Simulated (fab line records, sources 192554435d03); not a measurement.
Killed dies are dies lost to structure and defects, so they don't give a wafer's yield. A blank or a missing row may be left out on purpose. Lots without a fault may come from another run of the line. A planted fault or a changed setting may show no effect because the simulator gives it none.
Split-lot experiment | flow n5_finfet | 7 lots, 21 wafers read, on a route of 1938 steps

THE SPLIT
At N5_MOL_CONTACT_COAG_COAT_77 (time 60 s, resist thk 10 nm), the setting spin_rpm was moved away from the recipe's 1500 rpm on 6 of the 21 wafers read, by -9.7% to +8.9%. The other wafers ran this setting at the recipe's value.

FROM THE SPLIT TO THE READING: what the file shows between them, 6 steps
- N5_MOL_CONTACT_COAG_COAT_78: resist thk 40 nm
- N5_MOL_CONTACT_COAG_EBR_80
- N5_MOL_CONTACT_COAG_DESCUM_88: chemistry O2, time 7 s
- N5_MOL_CONTACT_COAG_ETCH_89: etches underlayer in N2/H2, target depth 13 nm, time 10.4 s
- N5_MOL_CONTACT_COAG_ETCH_90: etches SiARC in CF4, target depth 13 nm, time 21.7 s
- N5_MOL_CONTACT_COAG_ALD_131: deposits SiO2, target thk 5 nm, pulse time 1 s, co reactant pulse time 1 s

THE READING
CAR-EUV_of_MOL_CONTACT_COAG_COAT_78.thk_nm (the simulator's own value, which no gauge read), in nm, at N5_MOL_CONTACT_COAG_ETCHBACK_132 (etches SiO2 in CHF3, target depth 10 nm, time 6.7 s). The file gives no usual value for it. The 15 wafers here that ran the recipe average 15.3 nm, standard deviation 0.16 nm.

wafer  | tool, chamber at the split | spin_rpm as run, rpm | against the recipe | CAR-EUV_of_MOL_CONTACT_COAG_COAT_78.thk_nm, nm | against lot-mates on the recipe
L074.1 | litho_track-02, 0          | 1500                 | recipe             | 15.6                                           | -
L074.2 | litho_track-02, 0          | 1363                 | -9.1%              | 15                                             | -0.6
L074.5 | litho_track-02, 0          | 1363                 | -9.1%              | 15                                             | -0.6
L075.1 | litho_track-04, 0          | 1500                 | recipe             | 15.2                                           | -
L075.2 | litho_track-04, 0          | 1500                 | recipe             | 15.2                                           | -
L075.3 | litho_track-04, 0          | 1500                 | recipe             | 15.4                                           | -
L077.1 | litho_track-02, 0          | 1634                 | +8.9%              | 16                                             | +0.6
L077.3 | litho_track-02, 0          | 1634                 | +8.9%              | 15.8                                           | +0.4
L077.5 | litho_track-02, 0          | 1500                 | recipe             | 15.4                                           | -
L080.1 | litho_track-05, 0          | 1500                 | recipe             | 15.2                                           | -
L080.6 | litho_track-05, 0          | 1500                 | recipe             | 15.2                                           | -
L080.2 | litho_track-05, 0          | 1500                 | recipe             | 15                                             | -
L088.1 | litho_track-05, 0          | 1355                 | -9.7%              | 15                                             | -0.6
L088.4 | litho_track-05, 0          | 1355                 | -9.7%              | 15                                             | -0.6
L088.2 | litho_track-05, 0          | 1500                 | recipe             | 15.6                                           | -
L092.1 | litho_track-02, 0          | 1500                 | recipe             | 15.2                                           | -
L092.2 | litho_track-02, 0          | 1500                 | recipe             | 15.4                                           | -
L092.3 | litho_track-02, 0          | 1500                 | recipe             | 15.4                                           | -
L093.1 | litho_track-02, 0          | 1500                 | recipe             | 15.2                                           | -
L093.2 | litho_track-02, 0          | 1500                 | recipe             | 15.2                                           | -
L093.5 | litho_track-02, 0          | 1500                 | recipe             | 15.2                                           | -

THE FIT
A straight line over all 21 wafers: CAR-EUV_of_MOL_CONTACT_COAG_COAT_78.thk_nm changes by +0.0443 nm for each +1% of spin_rpm; r = +0.81; the points scatter about the line by 0.17 nm.
The same after taking each lot's own level away (the mean of its wafers on the recipe; 21 wafers): +0.061 nm for each +1%; r = +0.97; scatter 0.075 nm.
On that fit, the largest move of spin_rpm shifts the reading by 0.59 nm.
The lots' own levels span 15.13 to 15.60 nm, that is 2.9 times the standard deviation above.
So the lot-to-lot level changes the slope: the two fits differ.
Check: with one of the wafers moved furthest among these (-9.7%) left out of the fit, the line predicts -0.599 nm for it against its lot-mates. It came out at -0.6 nm against them.

OTHER SPLITS ON THESE WAFERS
These wafers also went through other splits before the reading. Each is held against what the fit with the lots' levels taken away leaves over:
other split on the same wafers        | wafers away from the commonest value | r with CAR-EUV_of_MOL_CONTACT_COAG_COAT_78.thk_nm (lot level and that fit taken away)
N5_HKMG_FIN_CVD_62 temp_c             | 12                                   | +0.01
N5_GATE_CUT_CUT_ETCH_54 bias_w        | 8                                    | +0.07
N5_MOL_CONTACT_COAG_ALD_27 ald_cycles | 5                                    | +0.08

THE WHOLE CHAIN: every reading that the file lists as answering this split, in the file's order
step                             | what it does                                                | reading                                                                                        | change (the file's fit)                | r (the file's)
N5_MOL_CONTACT_COAG_COAT_77      | time 60 s, resist thk 10 nm                                 | underlayer_of_MOL_CONTACT_COAG_COAT_77.thk_nm (the simulator's own value, which no gauge read) | -0.0579 nm for each +1% of the setting | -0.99
N5_MOL_CONTACT_COAG_ETCH_89      | etches underlayer in N2/H2, target depth 13 nm, time 10.4 s | etch_rf_on_time_s                                                                              | withheld for each +1% of the setting   | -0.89
N5_MOL_CONTACT_COAG_ETCH_89      | etches underlayer in N2/H2, target depth 13 nm, time 10.4 s | etch.depth_nm (the simulator's own value, which no gauge read)                                 | -0.0518 nm for each +1% of the setting | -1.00
N5_MOL_CONTACT_COAG_ETCH_90      | etches SiARC in CF4, target depth 13 nm, time 21.7 s        | CAR-EUV_of_MOL_CONTACT_COAG_COAT_78.thk_nm (the simulator's own value, which no gauge read)    | +0.0538 nm for each +1% of the setting | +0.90
N5_MOL_CONTACT_COAG_ETCHBACK_132 | etches SiO2 in CHF3, target depth 10 nm, time 6.7 s         | CAR-EUV_of_MOL_CONTACT_COAG_COAT_78.thk_nm (the simulator's own value, which no gauge read)    | +0.0614 nm for each +1% of the setting | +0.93

THE FILE'S OWN FIT
CAR-EUV_of_MOL_CONTACT_COAG_COAT_78.thk_nm changes by +0.0614 nm for each +1% of spin_rpm, r = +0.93.
